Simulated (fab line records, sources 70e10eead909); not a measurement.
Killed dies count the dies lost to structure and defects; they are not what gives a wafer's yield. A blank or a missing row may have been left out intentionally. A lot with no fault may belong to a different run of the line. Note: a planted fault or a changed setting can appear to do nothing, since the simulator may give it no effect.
Code-filled problem report in 8D (eight disciplines) form	flow nand_harc	the parts of the form that need people (team, actions taken, sign-off) are left out

== 1. WHAT IS WRONG ==
At NHARC_A_CONTACT_SOFTBAKE_64, heater_power_total_W averages 322.99 W over 2 wafers from 2 lots, while fault-free wafers read 188.42 W, standard deviation 0.13. That is +99 or more standard deviations from the usual mean.
The step: time 55 s.
Earliest sighting: wafer L449.1 on litho_track-06 at day 27 22:00. The record has a number at this step for 37 wafers belonging to 13 lots. By rule, "out" or "out of limits" means more than 4 standard deviations away from the usual mean. All remaining wafers that have a number are taken as sound.

== 2. WHAT IT IS, AND WHAT IT ISN'T ==
question	is	is not
which readings at this step	heater_power_total_W	-
which lots	L449, L452	L436, L437, L438, L439, L440, L443, L454, L455, L457, L458, L459
which wafers of those lots	L449.1, L452.1	L449.5, L452.2
read on which tools	litho_track-06	litho_track-01
when	from day 27 22:00	up to then (19 sound wafers); but 16 sound wafers of L452, L454, L455, L457, L458, L459 came after

== 3. THE SUSPECTS, EACH WITH WHAT RULES IT OUT ==
Counting: any tool at a process step up to the reading remains a suspect provided it ran every lot that is out. Sound lots after the first of them don't rule it out here, since some wafers of a struck lot are sound.
- litho_track-06 at NHARC_A_CONTACT_SOFTBAKE_64 (time 55 s): kept. Ran every lot that is out, first one L449 (day 27 22:00); last sound lot up to then L443 (day 24 15:00). On those wafers its own readings are out: heater_power_total_W.
Left after counting: litho_track-06 at NHARC_A_CONTACT_SOFTBAKE_64.

== 4. THE CAUSE (what the simulator had put in) ==
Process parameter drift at NHARC_A_CONTACT_SOFTBAKE_64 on litho_track-06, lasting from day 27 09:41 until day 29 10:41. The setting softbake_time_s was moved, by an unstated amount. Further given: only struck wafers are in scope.
After counting, this tool was the only one left.

== 5. THE EFFECT CHAIN, in route order ==
Rows list readings where the struck wafers' mean (over those with a number) sits beyond 3 standard deviations from the usual. Only readings whose record carries a usual standard deviation are examined. hours: median over the lots of the time between each lot's start at the first step of this table that gives one and its start at this step. sigmas: the change, counted in usual standard deviations.
hours	step	reading	usual	on struck wafers	change	sigmas
0	NHARC_A_CONTACT_SOFTBAKE_64	heater_power_total_W	188.42 W	322.99	+134.57	+99 or more
Here are the process steps it includes:
- NHARC_A_CONTACT_SOFTBAKE_64: time 55 s.
Readings that are blank on the struck wafers while sound wafers have them: plate_temp_C at NHARC_A_CONTACT_SOFTBAKE_64.
Later measuring or inspecting steps at which every struck wafer that the step has a row for has a number for every such reading, and none has moved that far: NHARC_A_CONTACT_CD_MEAS_69, NHARC_A_CONTACT_INSPECT_71.

== 6. HOW IT WOULD HAVE BEEN CAUGHT EARLIER ==
12 hours passed between the start of the fault at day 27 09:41 and the first reading out of limits in this record, taken at day 27 22:00.
